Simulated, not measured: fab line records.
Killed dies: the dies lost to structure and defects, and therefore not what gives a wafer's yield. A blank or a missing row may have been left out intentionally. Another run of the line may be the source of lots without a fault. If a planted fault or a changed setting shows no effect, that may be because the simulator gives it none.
fab line records	flow nand_harc
record lots=14	wafers=40	last_day=33
route steps=1302 shown A_SLIT@933 A_WL_FILL@953
lots that met no fault: from a run of the same line without faults
start_h: hours from the record's first day to the start of the lot's first wafer shown	wait_h: how many hours have passed since the lot's step before this one	" unchanged from the row above	L1.1+2: several wafers, shown together as one row	- no value, or no start given	* or withheld: withheld	< > ~ a bound
route shown NAME@n: NAME is a module with steps in the file, n the number in the route of the first one	usual: average and standard deviation across the fault-free wafers	same: alike in all rows	chamber/n: place in a boat	sites: readings site by site	_std_site: the standard deviation of these	_edge_site: mean of outer sites minus mean of inner sites	radius_mm: for every site, how far away it sits from the centre of the wafer	mask NAME#n: copy n	behind: the last tool/chamber to shape the wafer	hold: why the lot went on hold/how many hours it stayed there/how the hold came to an end	device: which transistor (n, p or np) failed to switch	end of line: the same wafers' tests at the end of the route	a step given without rows: its recipe and nothing more	killed: not the wafer's yield, but the dies lost to structure and defects at the first sort	map: dies across one wafer; x = killed, . = not, _ = none there
set.NAME: the run value of the setting; set.NAME@STEP: its run value at that earlier step	model.NAME: the simulator's own value behind a step, which no gauge read
the route's steps for a sample of lots (tables are steps, rows are wafers)
services: from which hour (start_h, from the record's first day; less than 0 if before it) a tool's chamber was out of use, for how many hours, and why
## steps
# step NHARC_A_SLIT_CD_MEAS_09
# recipe target_cd_nm=300	landing_energy_ev=500
# usual cd_nm=299.6/1
lot.wafer	tool	chamber	start_h	wait_h	cd_nm
L370.4	cd_sem-03	0	468.50	-	301.0
L370.5	"	0	"	"	300.9
L370.6	"	0	"	"	300.1
L371.3	cd_sem-01	0	472.22	-	298.7
L371.4	"	0	"	"	299.0
L371.5	"	0	"	"	298.4
L372.3	cd_sem-03	0	479.12	-	300.6
L372.4	"	0	"	"	300.9
L372.5	"	0	"	"	301.4
L375.1	cd_sem-03	0	487.02	-	297.8
L375.4	"	0	"	"	298.9
L375.5	"	0	"	"	297.3
L376.1	cd_sem-02	0	515.67	-	300.5
L376.3	"	0	"	"	300.5
L376.6	"	0	"	"	299.4
L379.1	cd_sem-03	0	531.71	-	300.5
L379.2	"	0	"	"	300.9
L379.6	"	0	"	"	300.0
L380.3	cd_sem-01	0	549.78	-	298.8
L380.4	"	0	"	"	298.2
L380.5	"	0	"	"	298.2
L381.1	cd_sem-01	0	559.12	-	299.3
L381.4	"	0	"	"	299.9
L381.6	"	0	"	"	300.0
L385.1	cd_sem-03	0	584.28	-	300.3
L385.4	"	0	"	"	301.0
L385.5	"	0	"	"	300.9
L384.2	cd_sem-02	0	584.68	-	300.9
L384.4	"	0	"	"	301.3
L384.6	"	0	"	"	300.9
L383.4	cd_sem-01	0	586.65	-	300.4
L386.1	cd_sem-03	0	619.71	-	297.8
L386.4	"	0	"	"	299.4
L386.5	"	0	"	"	299.5
L391.2	cd_sem-01	0	671.55	-	300.2
L391.3	"	0	"	"	299.8
L391.4	"	0	"	"	300.6
L392.2	cd_sem-01	0	673.28	-	298.5
L392.3	"	0	"	"	298.3
L392.5	"	0	"	"	298.8
# step NHARC_A_WL_FILL_RTA_01
# recipe temp_c=1000	time_s=5
# usual anneal_temp_c_max=1004.8/2	lamp_power_pct=33/4.2	lamp_zone_5_pct=33/4.2	wafer_temp_C_max=1003.3/1
# same time_s=5
lot.wafer	tool	chamber	start_h	wait_h	anneal_temp_c_max	lamp_power_pct	lamp_zone_5_pct	wafer_temp_C_max
L370.4	rtp_anneal-02	0	482.32	-	1002.5	28	28	1003.5
L370.5	"	0	"	"	1002.6	28	28	1003.8
L370.6	"	0	"	"	1003.6	28	28	1004.8
L371.3	rtp_anneal-01	0	485.93	0.3	1006.4	37	37	1002.6
L371.4	"	0	"	"	1006.0	37	37	1002.0
L371.5	"	0	"	"	1005.8	37	37	1002.9
L372.3	rtp_anneal-02	0	494.93	-	1002.4	28	29	1005.9
L372.4	"	0	"	"	1003.0	29	28	1004.2
L372.5	"	0	"	"	1002.8	28	28	1003.3
L375.1	rtp_anneal-01	0	500.09	-	1006.5	37	37	1002.5
L375.4	"	0	"	"	1006.1	37	37	1003.3
L375.5	"	0	"	"	1006.4	37	37	1002.5
L376.1	rtp_anneal-02	0	532.13	-	1001.8	28	28	1004.3
L376.3	"	0	"	"	1003.7	28	28	1005.6
L376.6	"	0	"	"	1002.2	28	28	1004.3
L379.1	rtp_anneal-01	0	544.23	-	1005.6	37	37	1001.9
L379.2	"	0	"	"	1007.9	37	37	1002.6
L379.6	"	0	"	"	1006.8	37	37	1002.0
L380.3	rtp_anneal-01	0	563.20	-	1006.3	37	37	1003.2
L380.4	"	0	"	"	1005.6	37	37	1002.7
L380.5	"	0	"	"	1005.6	37	37	1002.1
L381.1	rtp_anneal-02	0	572.57	-	1002.6	29	28	1004.1
L381.4	"	0	"	"	1002.5	28	29	1004.3
L381.6	"	0	"	"	1002.4	28	28	1004.4
L385.1	rtp_anneal-01	0	597.63	-	1005.2	37	37	1002.3
L385.4	"	0	"	"	1006.1	37	37	1001.6
L385.5	"	0	"	"	1007.2	37	37	1001.9
L384.2	rtp_anneal-02	0	597.82	0.3	1003.7	28	28	1004.5
L384.4	"	0	"	"	1002.4	28	28	1004.4
L384.6	"	0	"	"	1002.4	28	28	1004.2
L383.4	rtp_anneal-01	0	602.39	-	1005.1	37	37	1002.5
L386.1	rtp_anneal-01	0	633.36	-	1004.5	37	37	1002.4
L386.4	"	0	"	"	1004.1	37	37	1002.5
L386.5	"	0	"	"	1005.7	37	37	1001.4
L391.2	rtp_anneal-01	0	685.03	-	1005.6	37	37	1002.0
L391.3	"	0	"	"	1007.7	37	37	1002.8
L391.4	"	0	"	"	1006.1	37	37	1003.0
L392.2	rtp_anneal-01	0	686.74	-	1006.7	37	37	1002.7
L392.3	"	0	"	"	1005.8	37	37	1002.8
L392.5	"	0	"	"	1007.1	37	37	1002.4
# step NHARC_A_WL_FILL_STRIP_27
# recipe power_w=1500	temp_c=250	time_s=20	chemistry=N2/H2
# usual drypump_motor_current_A=5.6/0.62	heater_power_w=337/19	rf_refl_power_W=19/4.2
# same time_s=20
lot.wafer	tool	chamber	start_h	wait_h	drypump_motor_current_A	heater_power_w	rf_hours_counter_h	rf_refl_power_W
L370.4	plasma_asher-02	1	483.86	0.2	5.1	321	-	14
L370.5	"	0	"	"	5.9	335	-	16
L370.6	"	1	"	"	5.0	337	-	13
L371.4	plasma_asher-01	1	487.34	0.2	5.0	314	-	20
L371.3	"	0	"	"	6.5	365	-	23
L371.5	"	0	"	"	6.6	367	-	24
L372.3	plasma_asher-01	1	497.13	0.6	5.0	316	-	20
L372.4	"	0	"	"	6.6	356	-	24
L372.5	"	0	"	"	6.6	363	-	24
L375.1	plasma_asher-01	0	501.93	0.2	6.6	351	32	24
L375.4	"	1	"	"	5.1	307	-	21
L375.5	"	0	"	"	6.5	364	-	25
L376.1	plasma_asher-02	1	533.56	0.1	5.1	326	21	13
L376.3	"	1	"	"	5.0	329	-	13
L376.6	"	0	"	"	5.9	336	-	15
L379.2	plasma_asher-01	0	545.63	0.1	6.6	378	3	24
L379.1	"	1	"	"	5.1	318	3	21
L379.6	"	1	"	"	5.1	318	-	20
L380.4	plasma_asher-01	0	564.87	0.2	6.6	379	-	24
L380.3	"	1	"	"	5.1	316	-	20
L380.5	"	0	"	"	6.6	362	-	24
L381.1	plasma_asher-02	1	573.97	0.1	5.0	328	29	-
L381.4	"	1	"	"	5.0	332	-	-
L381.6	"	1	"	"	5.0	317	-	-
L385.1	plasma_asher-02	1	599.24	0.2	5.0	325	36	13
L385.4	"	1	"	"	5.0	327	-	13
L385.5	"	1	"	"	5.0	326	-	13
L384.2	plasma_asher-02	1	599.37	0.3	5.0	325	36	-
L384.4	"	1	"	"	5.0	324	-	-
L384.6	"	0	"	"	5.9	329	-	-
L383.4	plasma_asher-01	0	603.77	0.2	6.6	370	-	25
L386.1	plasma_asher-02	1	634.82	0.1	5.0	344	4	13
L386.4	"	1	"	"	5.1	351	-	13
L386.5	"	1	"	"	5.1	341	-	13
L391.2	plasma_asher-01	0	686.74	0.1	6.6	375	31	24
L391.4	"	0	"	"	6.6	366	-	23
L391.3	"	1	"	"	5.1	316	-	21
L392.2	plasma_asher-02	1	688.14	0.1	5.0	336	15	14
L392.3	"	1	"	"	5.0	345	-	13
L392.5	"	1	"	"	5.0	350	-	13
# step NHARC_A_WL_FILL_ETCHBACK_26
# recipe target_depth_a=520	time_s=13.3	hbr_flow_sccm=150	rf_w=350	icp_w=350	bias_w=60	chemistry=HBr
# usual drypump_motor_current_A=5.7/0.43	oes_product_au=0.996/0.014	throttle_valve_pct=23.265/0.009
# same time_s=13.3
lot.wafer	tool	chamber	start_h	wait_h	drypump_motor_current_A	oes_product_au	rf_hours_counter_h	throttle_valve_pct
L371.3	rie_si-03	0	501.60	0.4	5.9	1.012	0.3	23.251
L371.4	"	3	"	"	5.1	0.998	0.3	23.267
L371.5	"	1	"	"	5.0	0.975	-	23.276
L370.4	rie_si-04	0	501.62	0.4	5.2	0.994	0.9	23.264
L370.5	"	3	"	"	5.7	0.997	-	23.263
L370.6	"	0	"	"	5.2	0.992	-	23.252
L372.4	rie_si-04	0	513.41	0.4	5.2	1.012	1.0	23.244
L372.3	"	2	"	"	5.3	0.996	1.0	23.278
L372.5	"	3	"	"	5.7	1.004	-	23.261
L375.4	rie_si-04	3	516.65	0.4	5.7	1.004	1.3	23.273
L375.1	"	0	"	"	5.2	1.014	1.0	23.275
L375.5	"	0	"	"	5.2	1.007	-	23.263
L376.3	rie_si-04	3	548.36	0.4	5.7	1.007	0.1	23.252
L376.1	"	2	"	"	5.3	0.993	0.1	23.243
L376.6	"	0	"	"	5.3	1.011	-	23.271
L379.1	rie_si-01	3	560.60	0.4	5.9	0.994	0.0	23.267
L379.2	"	0	"	"	5.7	0.981	0.0	23.254
L379.6	"	2	"	"	6.0	0.984	-	23.253
L380.4	rie_si-04	3	580.68	0.4	5.7	1.010	0.2	23.269
L380.3	"	0	"	"	5.3	1.019	0.4	23.269
L380.5	"	1	"	"	6.4	0.980	-	23.264
L381.1	rie_si-01	0	589.40	0.4	5.7	0.985	0.2	23.266
L381.4	"	3	"	"	5.9	1.003	0.2	23.273
L381.6	"	0	"	"	5.7	0.978	-	23.273
L385.1	rie_si-04	1	614.39	0.4	6.4	0.901	0.5	23.261
L385.4	"	0	"	"	5.3	0.922	0.6	23.260
L385.5	"	2	"	"	5.3	0.893	-	23.253
L384.4	rie_si-01	1	614.41	0.4	6.3	0.984	0.4	23.272
L384.2	"	2	"	"	6.0	0.985	0.3	23.273
L384.6	"	3	"	"	5.9	1.013	-	23.271
L383.4	rie_si-04	0	619.61	0.4	5.2	0.924	0.6	23.257
L386.1	rie_si-04	0	649.23	0.4	5.2	0.912	0.8	23.262
L386.4	"	1	"	"	6.4	0.896	0.8	23.267
L386.5	"	0	"	"	5.2	0.916	-	23.287
L391.2	rie_si-03	2	702.94	0.4	5.5	0.997	0.4	23.248
L391.3	"	3	"	"	5.1	1.019	0.5	23.271
L391.4	"	1	"	"	5.0	1.002	0.5	23.268
L392.2	rie_si-01	2	702.94	0.4	6.0	0.989	1.0	23.255
L392.3	"	0	"	"	5.7	1.004	1.1	23.275
L392.5	"	2	"	"	6.0	0.991	-	23.272
## services
tool	chamber	start_h	hours	kind
rie_si-01	1	483.65	3.4	repair
plasma_asher-01	-	516.78	0.7	repair
rie_si-04	-	519.00	9.0	pm
rie_si-04	0	519.00	9.0	vent_cycle
rie_si-04	1	519.00	9.0	vent_cycle
rie_si-04	2	519.00	9.0	vent_cycle
rie_si-04	3	519.00	9.0	vent_cycle
plasma_asher-01	-	519.14	9.0	pm
rie_si-03	0	522.59	2.0	repair
rie_si-04	0	528.00	-	clean
rie_si-04	1	528.00	-	clean
rie_si-04	2	528.00	-	clean
rie_si-04	3	528.00	-	clean
rie_si-01	-	547.00	9.0	pm
plasma_asher-02	-	603.36	9.0	pm
rie_si-03	-	620.98	9.0	pm
rie_si-03	2	654.83	14.2	repair
rie_si-01	-	676.98	1.3	repair
rie_si-04	-	696.00	9.0	pm
rie_si-04	0	696.00	9.0	vent_cycle
rie_si-04	1	696.00	9.0	vent_cycle
rie_si-04	2	696.00	9.0	vent_cycle
plasma_asher-01	-	696.14	9.0	pm
rie_si-01	-	700.96	0.8	repair
## key
first_sign step=NHARC_A_WL_FILL_ETCHBACK_26	reading=oes_product_au	direction=down	sigmas=6	usual=0.996	struck=0.909
effect none on later readings
met_at NHARC_A_WL_FILL_ETCHBACK_26
struck_lots L383,L385,L386
rows_end L385.1,L385.4,L385.5
tester_left_out L383,L386
not_acting_at NHARC_A_SLIT_CD_MEAS_09,NHARC_A_WL_FILL_RTA_01,NHARC_A_WL_FILL_STRIP_27
onset_between 580.68 614.39
fault kind=process_parameter_drift	tool=rie_si-04	chamber=-	onset_h=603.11	steps=NHARC_A_WL_FILL_ETCHBACK_26	channel=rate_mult	offset=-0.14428	shape=step
# tester_left_out: of these lots the tester's yield and bins aren't shown, on N5 and GAA mostly nor the transistor test; their killed dies are dies lost to structure and defects alone, not to doping, threshold or leakage, so they don't give the yield
# rows_end: these wafers met a further fault down the route, and their rows from its step on are left out
